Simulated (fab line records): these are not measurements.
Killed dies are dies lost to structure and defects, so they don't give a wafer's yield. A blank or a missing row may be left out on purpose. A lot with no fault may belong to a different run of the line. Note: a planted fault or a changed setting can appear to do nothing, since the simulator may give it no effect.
Which of the tools did it? | flow nandHarc | Sampling: 13 lots, 39 wafers, 5 of 1159 route steps

## WHAT THE GAUGES READ, wafer by wafer
NHARC_A_SOURCE_PLATE_THK_MEAS_09: measures by ellipsometry. Usual: thkNm reads 9.8 nm (standard deviation 1).
lot  | measured     | on           | thkNm (nm)     | flag
L211 | day 6 14:35  | filmMetro-02 | 11.0 8.8 9.8   | 
L213 | day 7 01:17  | filmMetro-01 | 10.2 8.2 10.9  | 
L212 | day 7 01:17  | filmMetro-02 | 9.7 10.8 10.3  | 
L216 | day 8 04:52  | filmMetro-02 | 10.5 10.2 10.6 | 
L229 | day 11 06:52 | filmMetro-01 | 9.6 9.1 9.8    | 
L227 | day 11 06:52 | filmMetro-01 | 10.9 8.6 9.8   | 
L228 | day 11 06:52 | filmMetro-02 | 9.4 11.2 10.0  | 
L230 | day 11 11:43 | filmMetro-02 | 8.5 8.3 9.2    | 
L231 | day 11 21:53 | filmMetro-02 | 10.3 10.1 10.1 | 
L233 | day 12 06:46 | filmMetro-02 | 8.8 8.2 9.4    | 

NHARC_END_SORT_01. Usual: killedAtArray 27, standard deviation 11; killedAtOther 0.6, standard deviation 0.89; killedAtPeriphery 3.0, standard deviation 2.4; killedDies 31, standard deviation 12; killedOpen 3.2, standard deviation 1.6; killedShort 2.0, standard deviation 1.5.
lot  | measured     | on        | killedAtArray | killedAtOther | killedAtPeriphery | killedDies  | killedOpen | killedShort | flag
L218 | day 21 01:12 | prober-02 | 674 674 669   | 1 2 4         | 2 1 4             | 677 677 677 | 3 4 2      | 3 4 5       | OFF
L217 | day 20 16:35 | prober-02 | 669 667 675   | 0 2 0         | 8 8 2             | 677 677 677 | 6 5 2      | 1 3 2       | OFF
L220 | day 21 18:46 | prober-02 | 674 674 675   | 1 0 1         | 2 3 1             | 677 677 677 | 0 6 5      | 2 0 4       | OFF

## WHICH TOOL RAN EACH LOT (tool, then ch and the chambers of the sampled wafers, then the start)
lot  | NHARC_P_BONDPAD_PRE_CLEAN_26           | NHARC_P_BONDPAD_CMP_19        | NHARC_A_ZERO_WELL_ETCH_13
L211 | pvdSputter-02, day 6 04:10 or earlier  | cmp-03 ch 0,2,3, day 6 04:10  | rieSi-05 ch 0,1,3, day 6 06:23
L213 | pvdSputter-02, day 6 14:07 or earlier  | cmp-04 ch 0,1,2, day 6 14:07  | rieSi-01 ch 1,2, day 6 16:17
L212 | pvdSputter-01, day 6 15:02 or earlier  | cmp-03 ch 1,2,3, day 6 15:02  | rieSi-06 ch 2,3, day 6 17:16
L216 | pvdSputter-02, day 7 18:23 or earlier  | cmp-01 ch 1,2, day 7 18:23    | rieSi-06 ch 0,1,2, day 7 20:38
L218 | pvdSputter-02, day 7 23:19 or earlier  | cmp-03 ch 1,2,3, day 7 23:19  | rieSi-05 ch 0,1,3, day 8 01:23
L217 | pvdSputter-03, day 8 00:08 or earlier  | cmp-01 ch 0,1,3, day 8 00:08  | rieSi-05 ch 0,1,3, day 8 02:11
L220 | pvdSputter-02, day 8 15:35 or earlier  | cmp-03 ch 2,3, day 8 15:35    | rieSi-05 ch 0,1,3, day 8 17:50
L229 | pvdSputter-01, day 10 17:30 or earlier | cmp-01 ch 0,1,2, day 10 17:30 | rieSi-05 ch 0,2,3, day 10 19:44
L227 | pvdSputter-02, day 10 17:59 or earlier | cmp-03 ch 0,2,3, day 10 17:59 | rieSi-06 ch 0,2,3, day 10 20:20
L228 | pvdSputter-01, day 10 18:20 or earlier | cmp-04 ch 2,3, day 10 18:20   | rieSi-01 ch 0,3, day 10 20:38
L230 | pvdSputter-02, day 11 01:18 or earlier | cmp-01 ch 0,2,3, day 11 01:18 | rieSi-01 ch 0,2,3, day 11 03:31
L231 | pvdSputter-01, day 11 11:35 or earlier | cmp-04 ch 1,2, day 11 11:35   | rieSi-05 ch 1,3, day 11 13:40
L233 | pvdSputter-01, day 11 21:32 or earlier | cmp-04 ch 0,2,3, day 11 21:32 | rieSi-05 ch 2,3, day 11 23:42
- NHARC_P_BONDPAD_PRE_CLEAN_26: time 30 s.
- NHARC_P_BONDPAD_CMP_19: polishes, t overpolish 30 s, cu recess touch 16 s, target thk 160.81 nm.
- NHARC_A_ZERO_WELL_ETCH_13: etches the open film in HBr/Cl2, target depth 120 nm, time 40.1 s.

## AS READ BY THE TOOLS THEMSELVES (means over the sampled wafers that have a number; for cases with no such wafer, the mark the record gives instead)
NHARC_P_BONDPAD_PRE_CLEAN_26. Usual: heaterPowerW reads 391 W (standard deviation 33).
lot  | tool          | heaterPowerW (W) | flag
L211 | pvdSputter-02 | 360              | 
L213 | pvdSputter-02 | 344              | 
L212 | pvdSputter-01 | 407              | 
L216 | pvdSputter-02 | 378              | 
L218 | pvdSputter-02 | 372              | 
L217 | pvdSputter-03 | 371              | 
L220 | pvdSputter-02 | 366              | 
L229 | pvdSputter-01 | 388              | 
L227 | pvdSputter-02 | 360              | 
L228 | pvdSputter-01 | 395              | 
L230 | pvdSputter-02 | 383              | 
L231 | pvdSputter-01 | 426              | 
L233 | pvdSputter-01 | 432              | 

NHARC_P_BONDPAD_CMP_19. Usual: motorCurrentA 11.8 A, standard deviation 0.98; overpolishRunS 30.000 s, standard deviation 0.0096.
lot  | tool   | motorCurrentA (A) | overpolishRunS (s) | flag
L211 | cmp-03 | 12.2              | 30.001             | 
L213 | cmp-04 | 11.9              | 30.003             | 
L212 | cmp-03 | 12.3              | 30.004             | 
L216 | cmp-01 | 12.0              | 30.006             | 
L218 | cmp-03 | 11.9              | 29.997             | 
L217 | cmp-01 | 12.0              | 29.998             | 
L220 | cmp-03 | 13.0              | 29.992             | 
L229 | cmp-01 | 12.0              | 30.006             | 
L227 | cmp-03 | 12.2              | 29.998             | 
L228 | cmp-04 | 11.9              | 29.995             | 
L230 | cmp-01 | 11.8              | 30.000             | 
L231 | cmp-04 | 11.6              | 29.991             | 
L233 | cmp-04 | 12.0              | 30.001             | 

NHARC_A_ZERO_WELL_ETCH_13. Usual: biasW 100.01 W, standard deviation 0.27; chamberPressureMTorr 14.999 mTorr, standard deviation 0.014; drypumpMotorCurrentA 5.9 A, standard deviation 0.48; hbrFlowSccm 149.9 sccm, standard deviation 0.48; oesProductAu 1.002 a.u., standard deviation 0.0099; throttleValvePct 26.407 %, standard deviation 0.008.
lot  | tool     | biasW (W) | chamberPressureMTorr (mTorr) | drypumpMotorCurrentA (A) | hbrFlowSccm (sccm) | oesProductAu (a.u.) | throttleValvePct (%) | flag
L211 | rieSi-05 | 99.87     | 14.989                       | 6.0                      | 149.9              | 1.013               | 26.407               | 
L213 | rieSi-01 | 100.14    | 14.985                       | 5.8                      | 150.1              | 1.011               | 26.409               | 
L212 | rieSi-06 | 99.65     | 14.995                       | 5.5                      | 150.2              | 1.008               | 26.407               | 
L216 | rieSi-06 | 100.08    | 14.996                       | 5.5                      | 149.4              | 1.001               | 26.403               | 
L218 | rieSi-05 | -         | -                            | -                        | -                  | -                   | -                    | OFF
L217 | rieSi-05 | -         | -                            | -                        | -                  | -                   | -                    | OFF
L220 | rieSi-05 | -         | -                            | -                        | -                  | -                   | -                    | OFF
L229 | rieSi-05 | 100.21    | 14.982                       | 6.1                      | 149.9              | 1.011               | 26.400               | 
L227 | rieSi-06 | 99.97     | 14.993                       | 5.3                      | 150.3              | 0.996               | 26.415               | 
L228 | rieSi-01 | 100.04    | 14.994                       | 6.6                      | 149.8              | 1.003               | 26.407               | 
L230 | rieSi-01 | 99.66     | 15.001                       | 6.3                      | 150.2              | 1.000               | 26.406               | 
L231 | rieSi-05 | 99.91     | 14.990                       | 5.8                      | 149.8              | 1.001               | 26.404               | 
L233 | rieSi-05 | 99.72     | 14.994                       | 5.9                      | 149.8              | 0.996               | 26.409               | 

## THE ANSWER, worked out from the rows above alone
Rule: take the mean of a lot's wafers that have a number; if it is more than 3 standard deviations from the usual mean, the lot is off. A lot without any number at a reading at which 4 lots or more have one is off too. Any other lot the step has rows for is counted as sound. First the gauges in route order, then the tools' own readings, where a lot's mean is used as printed above. At the first step where some lot is off, the reading lying furthest off is the one used; lots without a number count as furthest.
Off at NHARC_END_SORT_01 (killedAtArray): L218, L217, L220. Neither off nor sound, because the step has no rows for them: L211, L213, L212, L216, L229, L227, L228, L230, L231, L233.
If a tool, at a process step before that reading, ran all the lots that are off and no sound lot after the first of them, it fits. Not tried: the gauges at NHARC_END_SORT_01; whatever is off there is also off at NHARC_A_ZERO_WELL_ETCH_13, on other tools, and gauge error can't account for it. With no start given for some of its lots, NHARC_P_BONDPAD_PRE_CLEAN_26 uses the hours and lot order of NHARC_P_BONDPAD_CMP_19. One fits: rieSi-05 at NHARC_A_ZERO_WELL_ETCH_13. It ran no sound lot before its first lot that is off in this sample, so the start can't be narrowed down.

## WHAT THE SIMULATOR PUT IN
Entire step skipped (rieSi-05, NHARC_A_ZERO_WELL_ETCH_13), from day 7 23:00 onward. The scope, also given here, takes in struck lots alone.
Shown lots that were struck: L217, L218, L220. The rule given above showed the same thing.
